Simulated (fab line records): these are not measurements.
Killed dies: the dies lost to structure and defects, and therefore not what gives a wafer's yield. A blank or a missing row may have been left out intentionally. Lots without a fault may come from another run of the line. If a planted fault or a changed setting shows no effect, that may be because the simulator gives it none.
Which tool did it?	flow n5 finfet	24 wafers from 8 lots sampled at 6 of the route's 1938 steps

## WHAT THE GAUGES READ, wafer by wafer
N5_BEOL_M3_CD_MEAS_28: target cd 25.7 nm, target cd y 23.3 nm.
lot	measured	on	cd nm (nm)
L485	day 7 04:43	cd sem-02	25.67 25.68 25.66
L490	day 8 09:13	cd sem-03	25.73 25.73 25.71
L491	day 8 12:46	cd sem-03	24.12 24.37 23.89
L492	day 8 19:17	cd sem-01	24.19 24.72 24.66
L497	day 9 22:59	cd sem-02	25.39 26.01 25.92
L500	day 11 03:04	cd sem-02	25.72 25.47 25.65
L502	day 12 00:19	cd sem-01	25.83 25.90 25.81
L507	day 12 14:53	cd sem-02	25.61 25.47 25.48

N5_BEOL_M4_RC_MEAS_101.
lot	measured	on	CHAIN_V2 (ohm/link)	CHAIN_V2_max_site (ohm/link)	DIBL_N (mV/V)	DIBL_P (mV/V)	IOFF_N (nA/um)	IOFF_P (nA/um)	ION_N (uA/um)	ION_P (uA/um)	SS_N (mV/dec)	SS_P (mV/dec)	VT_N (mV)	VT_P (mV)
L485	day 7 23:34	prober-01	228 227 229	237 234 243	37.3 35.8 37.5	39.0 37.3 39.4	0.199 0.157 0.190	0.25 0.22 0.26	697 682 674	474 469 464	71.6 71.3 72.0	73.8 72.9 73.9	244 247 244	-248 -248 -248
L490	day 9 03:46	prober-01	249 240 231	256 246 244	36.2 37.3 35.7	36.6 38.7 35.5	0.185 0.213 0.158	0.28 0.30 0.24	690 704 682	481 492 469	71.3 71.8 71.7	73.0 73.5 72.8	244 244 248	-242 -243 -245
L491	day 9 12:11	prober-01	263 271 264	276 282 271	35.7 33.9 34.3	36.0 33.7 33.6	0.142 0.120 0.118	0.22 0.18 0.19	661 674 665	464 464 465	70.9 70.7 70.1	73.0 72.4 73.4	250 254 252	-247 -251 -247
L492	day 9 22:26	prober-01	267 257 258	273 261 269	34.2 35.7 34.2	34.8 36.5 35.4	0.125 0.151 0.129	0.21 0.23 0.21	667 676 662	469 465 465	71.0 71.8 71.3	72.6 73.2 72.9	251 251 254	-248 -247 -247
L497	day 10 20:22	prober-01	235 236 237	242 243 245	35.5 37.2 36.6	34.5 36.2 35.7	0.131 0.157 0.153	0.17 0.20 0.18	669 670 685	456 454 458	70.7 71.0 71.5	74.0 73.5 74.0	254 250 249	-256 -255 -255
L500	day 12 06:13	prober-02	222 212 226	234 226 237	33.4 34.0 34.2	33.0 33.0 33.6	0.112 0.117 0.121	0.17 0.16 0.17	668 665 664	469 460 456	70.9 70.6 70.5	73.2 72.9 73.1	256 253 253	-252 -253 -255
L502	day 12 14:13	prober-01	230 220 227	242 228 237	36.0 35.8 36.1	35.6 35.8 35.7	0.168 0.165 0.170	0.22 0.22 0.22	683 678 682	467 471 469	71.6 71.2 71.2	73.3 73.4 73.1	249 247 248	-247 -248 -246
L507	day 13 16:16	prober-01	233 224 232	245 229 236	35.1 36.5 37.9	33.1 34.6 36.6	0.124 0.139 0.169	0.19 0.22 0.24	674 666 680	470 469 476	70.4 71.8 71.0	71.9 71.9 73.1	252 251 245	-249 -246 -246

## TOOL THAT RAN EACH LOT (tool first, then ch and the chambers of the sampled wafers, then the start)
lot	N5_BEOL_M3_ETCH_63	N5_BEOL_M3_EXPOSE_25	N5_BEOL_M3_DESCUM_33	N5_BEOL_M3_ETCH_77
L485	rie diel-05 ch 1,2,3, day 7 03:41	euv scanner-01 ch 0, day 7 04:34	rie diel-06 ch 0,1,2, day 7 05:10	rie diel-06 ch 0,1,2, day 7 05:13
L490	rie diel-05 ch 1,2,3, day 8 08:23	euv scanner-01 ch 0, day 8 09:04	rie diel-05 ch 1,2,3, day 8 09:20	rie diel-05 ch 1,2,3, day 8 09:22
L491	rie diel-05 ch 0,1, day 8 11:57	euv scanner-01 ch 0, day 8 12:39	rie diel-06 ch 0,2,3, day 8 12:53	rie diel-06 ch 0,2,3, day 8 12:56
L492	rie diel-05 ch 0,3, day 8 18:35	euv scanner-01 ch 0, day 8 19:08	rie diel-02 ch 0,1, day 8 19:24	rie diel-02 ch 0,1, day 8 19:26
L497	rie diel-02 ch 1,3, day 9 22:17	euv scanner-02 ch 0, day 9 22:50	rie diel-02 ch 1,2, day 9 23:17	rie diel-02 ch 1,2, day 9 23:19
L500	rie diel-06 ch 0,2,3, day 11 02:13	euv scanner-02 ch 0, day 11 02:55	rie diel-06 ch 0,2, day 11 03:13	rie diel-06 ch 0,2, day 11 03:14
L502	rie diel-02 ch 1,2, day 11 23:32	euv scanner-02 ch 0, day 12 00:10	rie diel-05 ch 0,1,2, day 12 00:52	rie diel-05 ch 0,1,2, day 12 00:53
L507	rie diel-02 ch 0,2,3, day 12 14:10	euv scanner-02 ch 0, day 12 14:44	rie diel-06 ch 0,1,3, day 12 15:00	rie diel-06 ch 0,1,3, day 12 15:02
- N5_BEOL_M3_ETCH_63: etches SiARC in CF4, target depth 15.6 nm, time 26 s.
- N5_BEOL_M3_EXPOSE_25: exposes mask V2, defocus 5 nm.
- N5_BEOL_M3_DESCUM_33: chemistry O2, time 7 s.
- N5_BEOL_M3_ETCH_77: etches underlayer in N2/H2, target depth 6.5 nm, time 5.2 s.

## AS READ BY THE TOOLS THEMSELVES (means over the sampled wafers that have a number; for cases with no such wafer, the mark the record gives instead)
N5_BEOL_M3_ETCH_63.
lot	tool	drypump motor current A (A)	etch rf on time s (s)	oes product au (a.u.)	rf vpp V (V)	showerhead plenum p Torr (Torr)	throttle valve pct (%)
L485	rie diel-05	6.3	26.2	0.64	183.9	2.14	15.81
L490	rie diel-05	6.3	26.3	0.64	184.7	2.13	15.83
L491	rie diel-05	5.7	25.9	0.66	184.1	2.15	15.74
L492	rie diel-05	6.2	26.6	0.63	185.2	2.22	15.92
L497	rie diel-02	5.8	25.6	0.69	184.4	2.23	15.46
L500	rie diel-06	5.5	26.1	0.72	184.2	2.19	15.68
L502	rie diel-02	5.4	26.4	0.62	184.3	2.21	15.73
L507	rie diel-02	5.9	26.2	0.66	184.0	2.18	15.66

N5_BEOL_M3_EXPOSE_25.
lot	tool	exposure dose mJ cm2	reticle temp C (C)
L485	euv scanner-01	64.4	23.03
L490	euv scanner-01	64.6	23.12
L491	euv scanner-01	58.7	23.02
L492	euv scanner-01	59.9	22.96
L497	euv scanner-02	63.0	23.03
L500	euv scanner-02	63.0	23.01
L502	euv scanner-02	63.0	22.93
L507	euv scanner-02	63.0	23.08

N5_BEOL_M3_DESCUM_33.
lot	tool	drypump motor current A (A)	oes product au (a.u.)	rf vpp V (V)	showerhead plenum p Torr (Torr)	throttle valve pct (%)
L485	rie diel-06	5.4	0.77	243.5	2.12	20.51
L490	rie diel-05	6.3	0.75	243.2	2.09	20.63
L491	rie diel-06	5.5	0.76	243.7	2.14	20.60
L492	rie diel-02	5.9	0.73	243.0	2.05	20.50
L497	rie diel-02	5.4	0.74	244.3	2.17	20.43
L500	rie diel-06	5.6	0.95	244.1	2.13	20.36
L502	rie diel-05	5.9	0.73	242.9	2.08	20.57
L507	rie diel-06	5.4	0.73	243.0	2.11	20.63

N5_BEOL_M3_ETCH_77.
lot	tool	drypump motor current A (A)	etch rf on time s (s)	h2 flow sccm (sccm)	oes product au (a.u.)	rf vpp V (V)	showerhead plenum p Torr (Torr)	throttle valve pct (%)
L485	rie diel-06	5.4	5.23	199.8	0.66	526	2.58	18.02
L490	rie diel-05	6.3	5.32	199.9	0.64	524	2.54	18.09
L491	rie diel-06	5.5	5.27	200.0	0.65	525	2.61	18.16
L492	rie diel-02	5.9	5.24	200.0	0.61	521	2.49	17.98
L497	rie diel-02	5.4	5.22	199.7	0.63	526	2.64	17.91
L500	rie diel-06	5.6	5.19	200.5	0.81	524	2.60	17.86
L502	rie diel-05	5.9	5.22	200.4	0.62	523	2.53	18.01
L507	rie diel-06	5.3	5.27	199.9	0.63	524	2.56	18.15

## THE ANSWER, worked out from the rows above alone
Rule: usual is defined by the lots themselves. The widest of any qualifying gaps counts: lots, ordered by their means at a reading, are off when they make up no more than a third of the lots, leave a main group of 4 or more, and stand apart from it by 3 or more times the standard deviation of that group's means. The tables above print the reading to a certain number of digits; a main group whose means all agree to those digits is not used. Also off: a lot with no number at a reading for which 4 or more lots have one. The other lots that the step has rows for count as sound. The gauges are gone through in route order, then the tools' own readings, and for those a lot's mean is taken as printed above. The first step at which some lot is off is used, and at that step the reading that is off furthest; a lot without a number counts as furthest.
Off: L491, L492 (N5_BEOL_M3_CD_MEAS_28, cd nm). Mean 25.69 nm and standard deviation 0.11 in the main group.
If a tool, at a process step before that reading, ran all the lots that are off and no sound lot after the first of them, it fits. Not tried: the gauges at N5_BEOL_M3_CD_MEAS_28; whatever is off there is also off at N5_BEOL_M4_RC_MEAS_101, on other tools, and gauge error can't account for it. Undecided on this evidence; 2 tools fit (rie diel-05 at N5_BEOL_M3_ETCH_63, euv scanner-01 at N5_BEOL_M3_EXPOSE_25).

## WHAT HAD BEEN PUT IN BY THE SIMULATOR
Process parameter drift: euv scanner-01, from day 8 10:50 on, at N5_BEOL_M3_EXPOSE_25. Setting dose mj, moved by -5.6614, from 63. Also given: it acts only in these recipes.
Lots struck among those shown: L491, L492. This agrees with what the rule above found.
